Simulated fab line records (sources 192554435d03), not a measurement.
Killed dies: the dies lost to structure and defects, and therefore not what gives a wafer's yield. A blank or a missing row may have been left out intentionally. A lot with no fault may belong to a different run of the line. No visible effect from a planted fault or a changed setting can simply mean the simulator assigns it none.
A lot that was struck, set against a sound lot + flow n5_finfet + 19 out of 1938 route steps
Sound: the wafers L314.3, L314.4, L314.5. Wafers struck: L325.1, L325.5, L325.6. The cause is given at the end.
Per side, at each step with rows, come the tool, then ch with its chambers, and then its first start. Under that, the readings that differ: sound wafers + struck wafers + difference of the means + sigmas: that difference in standard deviations of wafers without a fault.
alike: readings with means less than 2 such deviations apart, plus words and numbers identical on both sides. not compared: withheld readings, readings lacking a value on some wafer, bounds such as >300 that could conceal the same value, and numbers that have no deviation in the record and whose values overlap.
Wherever a step has rows on one side only, a row that says differs or no value, or a row with sigmas, the two part there. Non-overlapping numbers with no deviation appear without sigmas and do not part them. A reading that every wafer of one side lacks parts them only if that side has two wafers or more.

first, 2 steps without rows for these wafers: N5_BEOL_M5_STRIP_63 (strips in N2/H2); N5_BEOL_M5_STRIP_73 (strips in N2/H2).
N5_BEOL_M5_STRIP_64: strips in CF4.
  sound on rie_diel-06 ch 1,2, day 9 16:04; struck on rie_diel-06 ch 2,3, day 12 12:52
| reading      | sound             | struck            | difference | sigmas |
|--------------|-------------------|-------------------|------------|--------|
| rf_vpp_V (V) | 266.4 271.3 267.6 | 270.9 272.5 271.7 | +3.3       | +2     |
  alike: drypump_motor_current_A, oes_product_au, rf_fwd_power_W, showerhead_plenum_p_Torr, throttle_valve_pct
  not compared: rf_hours_counter_h
N5_BEOL_M5_HM_OPEN_17: chemistry Cl2/BCl3, target TiN, target depth 20 nm, overetch 6 nm.
  sound on rie_metal-01 ch 0,1, day 9 16:08; struck on rie_metal-03 ch 0,1, day 12 12:55
| reading                      | sound          | struck         | difference | sigmas |
|------------------------------|----------------|----------------|------------|--------|
| he_backside_leak_sccm (sccm) | 3.53 3.55 3.45 | 3.14 2.84 3.19 | -0.45      | -2     |
  alike: drypump_motor_current_A, oes_product_au, rf_fwd_power_W, throttle_valve_pct
  not compared: rf_hours_counter_h
N5_BEOL_M5_STRIP_19: strips in O2.
  sound on rie_diel-03 ch 0,1,2, day 9 16:13; struck on rie_diel-06 ch 0,1,3, day 12 13:01
  alike: drypump_motor_current_A, o2_flow_sccm, oes_product_au, rf_vpp_V, showerhead_plenum_p_Torr, throttle_valve_pct
  not compared: rf_hours_counter_h
N5_BEOL_M5_CD_MEAS_18: pitch 56 nm, target cd 28 nm.
  sound on cd_sem-02 at day 9 16:17; struck on cd_sem-01 at day 12 13:05
  alike: cd_nm
then, 6 steps without rows for these wafers: N5_BEOL_M5_COAT_65 (time 60 s, resist thk 60 nm); N5_BEOL_M5_COAT_66 (time 60 s, resist thk 12 nm); N5_BEOL_M5_COAT_74 (time 60 s, resist thk 5 nm); N5_BEOL_M5_COAT_22 (resist thk 30 nm); N5_BEOL_M5_EBR_24; N5_BEOL_M5_SOFTBAKE_23 (time 60 s).
N5_BEOL_M5_EXPOSE_25: exposes mask V4, defocus 10 nm.
  sound on euv_scanner-01 ch 0, day 9 17:58; struck on euv_scanner-01 ch 0, day 12 17:13
| reading                         | sound       | struck      | difference | sigmas |
|---------------------------------|-------------|-------------|------------|--------|
| model.BEOL_M5.overlay_x_nm (nm) | 0.2 0.2 0.2 | 6.2 6.2 6.2 | +6.0       |        |
  alike: mask
then, 2 steps without rows for these wafers: N5_BEOL_M5_PEB_26 (peb time 60 s); N5_BEOL_M5_DEVELOP_27 (develop time 30 s).
N5_BEOL_M5_CD_MEAS_28: target cd 30.6 nm, target cd y 20 nm.
  sound on cd_sem-03 ch 0, day 9 18:05; struck on cd_sem-01 ch 0, day 12 17:22
  alike: cd_nm
N5_BEOL_M5_OVL_MEAS_29:
  sound on overlay-01 ch 0, day 9 18:08; struck on overlay-02 ch 0, day 12 17:23
| reading     | sound        | struck      | difference | sigmas |
|-------------|--------------|-------------|------------|--------|
| V4_OVL (nm) | -0.5 0.7 0.5 | 7.0 7.2 6.1 | +6.5       | +11    |
N5_BEOL_M5_INSPECT_30: inspects for defects (brightfield).
  sound on defect_inspect-02 at day 9 18:10; struck on defect_inspect-02 at day 12 17:27
  alike: raw_defect_count
-- a jump in the record: the struck wafers' starts before and after are 4 days apart (it breaks off in module BEOL_M5 and resumes in module PASSIVATION, where the first step shown is number 1936 of the route) --
N5_PASSIVATION_PROBE_49:
  rows exist in the record for the struck wafers here (prober-02, day 16 16:11), but not for the sound ones

WHERE THEY PART
First at N5_BEOL_M5_STRIP_64; last, within this record, at N5_PASSIVATION_PROBE_49.

WHY: what had been put in by the simulator
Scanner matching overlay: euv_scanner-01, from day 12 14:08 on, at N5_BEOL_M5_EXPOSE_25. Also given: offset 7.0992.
